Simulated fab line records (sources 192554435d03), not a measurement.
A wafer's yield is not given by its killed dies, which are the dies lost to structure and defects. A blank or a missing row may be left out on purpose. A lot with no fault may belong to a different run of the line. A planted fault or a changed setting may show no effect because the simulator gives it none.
Matching of chambers    flow n5Finfet    N5_BEOL_M10_ILD_DEP_00 on pecvd-03: 3 sister chambers
The step deposits SiCOH lowk from DEMS/porogen, target thk 308.51 nm, time 58 s. 6 wafers are shown with their chamber, then 9 later ones without.

== WAFERS, EACH WITH ITS CHAMBER ==
wafer   chamber  showerheadPlenumPTorr (Torr)  throttleValvePct (%)
L091.3  2        5.720                         14.0
L091.4  1        5.738                         13.9
L091.6  2        5.736                         14.2
L093.1  0        5.765                         13.4
L093.4  1        5.742                         13.6
L093.6  0        5.765                         13.4

== WAFERS WHOSE CHAMBER IS MISSING ==
wafer   showerheadPlenumPTorr (Torr)  throttleValvePct (%)
L095.2  5.731                         13.8
L095.3  5.723                         14.1
L095.6  5.719                         13.9
L097.3  5.721                         14.1
L097.4  5.733                         13.7
L097.6  5.768                         13.6
L096.1  5.744                         13.8
L096.3  5.733                         13.9
L096.5  5.736                         14.2

== WHICH CHAMBER EACH WENT THROUGH ==
wafer    from the rows above       in truth
L095.2   can't be placed: 1 or 2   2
L095.3   2                         2
L095.6   can't be placed: 2 or 1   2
L097.3   2                         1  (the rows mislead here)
L097.4   can't be placed: 1 or 2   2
L097.6   0                         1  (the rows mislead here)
L096.1   1                         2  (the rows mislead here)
L096.3   can't be placed: 1 or 2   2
L096.5   can't be placed: 2 or 1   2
Placed correctly: 1 of 9. From these rows, 5 cannot be placed; in 5 the true chamber is one of the candidates. Wrongly placed: 3.
How it was worked out, from the rows above alone: a wafer's distance from a chamber is the root of the sum, over the readings, of the square of ((its reading less the chamber's mean) divided by the reading's scatter). The wafer belongs to the nearest chamber; if the next one is less than 2 further off, it can't be placed. A chamber's mean is the mean of its shown wafers. How the scatter is found: for the shown wafers, subtract from each reading the mean of its chamber, square and add these, divide the total by (wafers less chambers), then take the root.
